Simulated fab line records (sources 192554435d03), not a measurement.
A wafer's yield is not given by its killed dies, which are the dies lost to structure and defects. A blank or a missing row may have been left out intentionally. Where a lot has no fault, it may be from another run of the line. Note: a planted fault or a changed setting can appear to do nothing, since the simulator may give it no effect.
Which tool is to blame? + flow n5-finfet + Sampling: 10 lots, 30 wafers, 2 of 1938 route steps

WHAT EACH GAUGE READ, for each wafer
N5_BEOL_M4_RC_MEAS_101. Usual: DIBL_N 36.9 mV/V, standard deviation 1.7; DIBL_P 36.7 mV/V, standard deviation 2.1; IOFF_N 0.17 nA/um, standard deviation 0.032; IOFF_P 0.22 nA/um, standard deviation 0.036; ION_N 674 uA/um, standard deviation 12; ION_P 461 uA/um, standard deviation 7; SS_N 71.7 mV/dec, standard deviation 0.6; SS_P 73.4 mV/dec, standard deviation 0.67; VT_N 249 mV, standard deviation 3.1; VT_P -250 mV, standard deviation 3.2.
| lot  | measured     | on        | DIBL_N (mV/V)  | DIBL_P (mV/V)  | IOFF_N (nA/um) | IOFF_P (nA/um) | ION_N (uA/um) | ION_P (uA/um) | SS_N (mV/dec)  | SS_P (mV/dec)  | VT_N (mV)   | VT_P (mV)      | flag |
|------|--------------|-----------|----------------|----------------|----------------|----------------|---------------|---------------|----------------|----------------|-------------|----------------|------|
| L944 | day 8 14:13  | prober-02 | 32.8 35.9 34.4 | 32.8 35.1 32.9 | 0.12 0.16 0.14 | 0.17 0.20 0.17 | 660 663 652   | 454 454 446   | 70.6 71.8 71.6 | 72.8 72.8 72.2 | 255 250 252 | -252 -252 -251 |      |
| L952 | day 10 15:55 | prober-01 | 36.1 34.8 35.1 | 35.3 34.0 34.4 | 0.15 0.13 0.14 | 0.22 0.19 0.19 | 668 656 665   | 466 457 459   | 71.4 70.9 71.9 | 72.6 71.8 72.7 | 250 253 252 | -246 -252 -249 |      |
| L954 | day 11 09:40 | prober-02 | 34.9 35.7 36.9 | 35.1 34.9 37.2 | 0.13 0.14 0.17 | 0.16 0.16 0.19 | 673 672 686   | 455 454 459   | 70.6 71.3 71.6 | 73.0 73.2 74.1 | 251 253 250 | -256 -256 -251 |      |
| L955 | day 11 09:52 | prober-01 | 38.3 38.2 35.9 | 38.9 39.0 36.5 | 0.21 0.21 0.16 | 0.27 0.26 0.21 | 691 691 681   | 467 470 467   | 71.7 71.4 71.6 | 74.6 74.2 72.9 | 247 246 251 | -247 -248 -250 |      |
| L957 | day 11 13:01 | prober-01 | 36.7 37.6 36.9 | 36.8 36.9 36.5 | 0.14 0.18 0.15 | 0.19 0.19 0.18 | 664 671 660   | 454 455 456   | 71.6 72.4 71.9 | 73.0 72.8 72.7 | 251 248 252 | -253 -251 -252 |      |
| L956 | day 11 17:23 | prober-01 | 37.3 37.9 37.8 | 36.8 35.9 35.7 | 0.18 0.20 0.18 | 0.24 0.23 0.22 | 676 685 681   | 465 468 466   | 71.6 71.9 71.8 | 73.5 73.4 72.5 | 246 246 247 | -248 -250 -250 |      |
| L958 | day 12 06:56 | prober-02 | 38.5 35.0 32.8 | 38.0 34.8 32.0 | 0.19 0.13 0.11 | 0.24 0.20 0.16 | 676 654 660   | 466 458 455   | 71.9 71.2 70.6 | 73.7 72.8 72.6 | 248 252 253 | -249 -252 -255 |      |
| L959 | day 12 15:16 | prober-02 | 36.3 34.8 37.2 | 35.0 33.8 35.8 | 0.17 0.13 0.18 | 0.26 0.23 0.26 | 681 668 681   | 470 469 471   | 71.5 71.8 71.3 | 72.7 72.6 73.8 | 247 254 247 | -245 -245 -245 |      |
| L961 | day 13 01:27 | prober-01 | 35.4 37.0 35.2 | 37.3 37.7 37.1 | 0.16 0.17 0.15 | 0.21 0.22 0.21 | 681 682 682   | 464 465 461   | 71.1 70.8 71.0 | 73.6 73.7 73.0 | 248 248 250 | -250 -249 -249 |      |
| L962 | day 13 05:11 | prober-02 | 35.5 32.0 35.6 | 34.9 30.8 34.9 | 0.14 0.10 0.14 | 0.19 0.14 0.20 | 673 651 667   | 462 452 462   | 72.0 69.8 71.3 | 73.8 72.5 73.7 | 254 255 255 | -250 -255 -251 |      |

N5_BEOL_M11_INSPECT_30: inspects for defects (brightfield). Usual: 423 for raw-defect-count, sd 100.
| lot  | measured     | on                | raw-defect-count | flag |
|------|--------------|-------------------|------------------|------|
| L944 | day 10 19:48 | defect-inspect-01 | 503 520 469      |      |
| L952 | day 12 23:42 | defect-inspect-01 | 393 401 351      |      |
| L954 | day 13 23:01 | defect-inspect-02 | 215 240 286      |      |
| L955 | day 13 19:11 | defect-inspect-01 | 479 361 523      |      |
| L957 | day 13 23:44 | defect-inspect-01 | 429 465 515      |      |
| L956 | day 14 01:36 | defect-inspect-02 | 353 500 400      |      |
| L958 | day 14 16:07 | defect-inspect-01 | 297 565 493      |      |
| L959 | day 15 01:23 | defect-inspect-02 | 357 290 354      |      |
| L961 | day 15 15:56 | defect-inspect-01 | 509 490 495      |      |
| L962 | day 15 18:29 | defect-inspect-01 | 408 459 387      |      |

EACH LOT AND THE TOOL THAT RAN IT (in order: tool; ch and the chambers of the sampled wafers; start)
Record: no process step prior to these readings.

WHAT THE TOOLS THEMSELVES READ (means of the sampled wafers that have a number; where no wafer has one, the mark that the record gives instead)
The record holds no such reading with a usual standard deviation.

THE ANSWER, worked out from the rows above alone
Rule: take the mean of a lot's wafers that have a number; if it is more than 3 standard deviations from the usual mean, the lot is off. A lot without any number at a reading at which 4 lots or more have one is off too. Where the step has rows for the other lots, those lots are counted as sound. The gauges are gone through in route order, then the tools' own readings, and for those a lot's mean is taken as printed above. At the first step where some lot is off, the reading lying furthest off is the one used; lots without a number count as furthest.
None of the lots is off at any reading shown; this tells nothing.

WHAT THE SIMULATOR HAD INSERTED
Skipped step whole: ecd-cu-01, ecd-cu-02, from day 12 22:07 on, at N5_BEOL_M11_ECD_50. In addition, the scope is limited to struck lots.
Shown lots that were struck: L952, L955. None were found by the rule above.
